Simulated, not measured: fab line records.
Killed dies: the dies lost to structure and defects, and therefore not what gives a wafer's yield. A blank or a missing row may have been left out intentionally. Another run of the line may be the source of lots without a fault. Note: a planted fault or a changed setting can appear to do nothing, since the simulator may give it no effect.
A struck lot beside a sound one + flow nand-harc + 13 steps out of a route of 1302
Sound: these wafers, L604.2, L604.3, L604.5. Struck: wafer L611.1; the same lot's L611.4 was not struck, so it is left out; see the end for the cause.
Order at every step that has rows: each side's tool, ch and its chambers, its first start. Under that, the readings that differ: sound wafers + struck wafers + difference of the means + sigmas: that difference in standard deviations of wafers without a fault.
alike: readings with means less than 2 such deviations apart, plus words and numbers identical on both sides. not compared: withheld readings, readings lacking a value on some wafer, bounds such as >300 that could conceal the same value, and numbers that have no deviation in the record and whose values overlap.
A row with sigmas, a row that says differs or no value, or rows on one side alone: a step with any of these is where the two part. Non-overlapping numbers with no deviation appear without sigmas and do not part them. Lack of a reading on every wafer of one side parts them only where that side has two or more wafers.

first, 1 step without rows for these wafers: NHARC_A_SLIT_SRD_20.
NHARC_A_SLIT_CD_MEAS_21:
  struck on cd-sem-03, day 24 10:41; sound on cd-sem-02, day 21 07:46
  alike: cd-nm
then, 3 steps without rows for these wafers: NHARC_A_SIN_REMOVE_WET_00 (chemistry H3PO4, time 15300 s); NHARC_A_SIN_REMOVE_PRECLEAN_01 (cleans in SC1); NHARC_A_SIN_REMOVE_SRD_02.
NHARC_A_SIN_REMOVE_INSPECT_04:
  struck on defect-inspect-01, day 24 17:08; sound on defect-inspect-02, day 21 14:27
| reading          | sound       | struck | difference | sigmas |
|------------------|-------------|--------|------------|--------|
| raw-defect-count | 240 172 274 | 421    | +192       | +2     |
NHARC_A_WL_FILL_ALD_00: deposits Al2O3, target thk 3 nm, pulse time 3 s, ald cycles 30.
  sound on ald-hk-03 ch 0,3, day 21 14:31; struck on ald-hk-04 ch 0, day 24 19:07
  alike: heater-power-w, precursor-pulse-height-rel
NHARC_A_WL_FILL_RTA_01: time 5 s.
  sound on rtp-anneal-02 ch 0, day 21 14:48; struck on rtp-anneal-02 ch 0, day 24 19:22
  alike: lamp-power-pct, lamp_zone_1_pct, wafer_temp_C_max
NHARC_A_WL_FILL_ALD_02: deposits TiN, target thk 2 nm, pulse time 3 s, ald cycles 100.
  sound on ald-metal-02 ch 0,2, day 21 14:59; struck on ald-metal-01 ch 3, day 24 19:35
  alike: heater-power-w, precursor-pulse-height-rel
NHARC_A_WL_FILL_CVD_03: deposits W, target thk 40 nm, time 279 s.
  sound on cvd-w-02 ch 1, day 21 15:25; struck on cvd-w-01 ch 1, day 24 20:05
| reading            | sound       | struck | difference | sigmas |
|--------------------|-------------|--------|------------|--------|
| heater-power-w (W) | 466 458 461 | 498    | +36        | +2     |
  alike: throttle-valve-pct
NHARC_A_WL_FILL_ETCHBACK_04: etches the open film in NF3, target depth 60 nm, time 120 s.
  sound on rie-metal-02 ch 0, day 21 15:47; struck on rie-metal-01 ch 1, day 24 20:26
| reading          | sound             | struck | difference | sigmas |
|------------------|-------------------|--------|------------|--------|
| run-length-s (s) | 141.7 141.8 141.7 | 115.3  | -26.4      | -53    |
  alike: drypump-motor-current-A, oes-product-au
  not compared: rf-hours-counter-h
NHARC_A_WL_FILL_ETCHBACK_05: etches the open film in Cl2/BCl3, target depth 22 nm, time 60 s.
  sound on rie-metal-02 ch 0,1, day 21 16:03; struck on rie-metal-01 ch 0, day 24 20:38
| reading                     | sound       | struck | difference | sigmas |
|-----------------------------|-------------|--------|------------|--------|
| drypump-motor-current-A (A) | 6.0 6.0 6.1 | 4.9    | -1.1       | -2     |
  alike: oes-product-au, run-length-s
  not compared: rf-hours-counter-h
-- record jumps: 4 days between struck wafers' starts before vs after; left off in module A_WL_FILL, resumes in module END, first step shown is number 1302 of the route --
NHARC_END_SORT_01:
  sound on prober-02 ch 0, day 25 18:37; struck on prober-02 ch 0, day 28 19:52
| reading         | sound    | struck | difference | sigmas |
|-----------------|----------|--------|------------|--------|
| killed-at-array | 22 15 20 | 51     | +32        | +2     |
| killed-at-other | 1 1 0    | 3      | +2         | +2     |
| killed-dies     | 28 19 22 | 57     | +34        | +2     |
  alike: killed-at-periphery, killed-open, killed-short

## WHERE THEY PART
First at NHARC_A_SIN_REMOVE_INSPECT_04; last, within this record, at NHARC_END_SORT_01.

WHY: the cause the simulator had injected
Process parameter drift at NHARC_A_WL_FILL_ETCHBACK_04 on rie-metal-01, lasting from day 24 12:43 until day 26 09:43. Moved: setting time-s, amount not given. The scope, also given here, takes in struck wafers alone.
